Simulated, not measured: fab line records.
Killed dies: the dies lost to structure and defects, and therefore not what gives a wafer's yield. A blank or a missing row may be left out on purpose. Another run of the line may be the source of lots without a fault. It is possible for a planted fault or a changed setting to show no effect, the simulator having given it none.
Chamber matching ; flow nand-harc ; NHARC_P_CONTACT_DEP_30 on pecvd-02 has 3 sister chambers
The step deposits SiNx, target thk 30 nm. 16 wafers are shown with their chamber, then 8 later ones without.

EACH WAFER AND ITS CHAMBER
wafer;chamber;heater-power-outer-w (W);heater-power-w (W)
L740.1;1;415;683
L740.4;0;384;614
L740.5;2;281;495
L741.2;2;320;553
L741.4;1;430;708
L741.6;2;309;546
L742.1;1;450;722
L742.2;0;486;715
L742.6;1;440;684
L743.3;2;331;576
L743.4;0;488;731
L743.6;1;407;672
L745.3;0;413;649
L745.4;0;431;664
L745.5;2;321;578
L749.1;1;421;662

SIGNATURES (means of the wafers above)
reading;chamber 0;chamber 1;chamber 2;scatter within a chamber
heater-power-outer-w;440.40;427.17;312.40;29.3
heater-power-w;674.60;688.50;549.60;35.4
Rule: for each reading, subtract the chamber's mean from the wafer's reading, divide by that reading's scatter and square the result; add these up over the readings and take the root, which gives the wafer's distance from the chamber. The wafer belongs to the nearest chamber; if the next one is less than 2 further off, it can't be placed. The scatter: take each reading less its chamber's mean, square it, sum over the shown wafers, divide by the number of wafers less the number of chambers, and take the root.

WAFERS WHOSE CHAMBER IS MISSING
wafer;heater-power-outer-w (W);heater-power-w (W)
L749.4;388;602
L749.5;416;645
L755.1;402;645
L755.3;337;601
L755.6;414;655
L758.1;431;678
L758.3;312;558
L758.6;371;578

CHAMBER TAKEN BY EACH
wafer;from the rows above;in truth
L749.4;can't be placed: 0 or 1 or 2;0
L749.5;can't be placed: 0 or 1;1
L755.1;can't be placed: 1 or 0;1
L755.3;2;2
L755.6;can't be placed: 1 or 0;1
L758.1;can't be placed: 1 or 0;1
L758.3;2;2
L758.6;can't be placed: 2 or 0 or 1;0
Placed correctly: 2 of 8. Can't be placed from these rows: 6 (the true chamber is among the candidates in 6). Wrongly placed: 0.
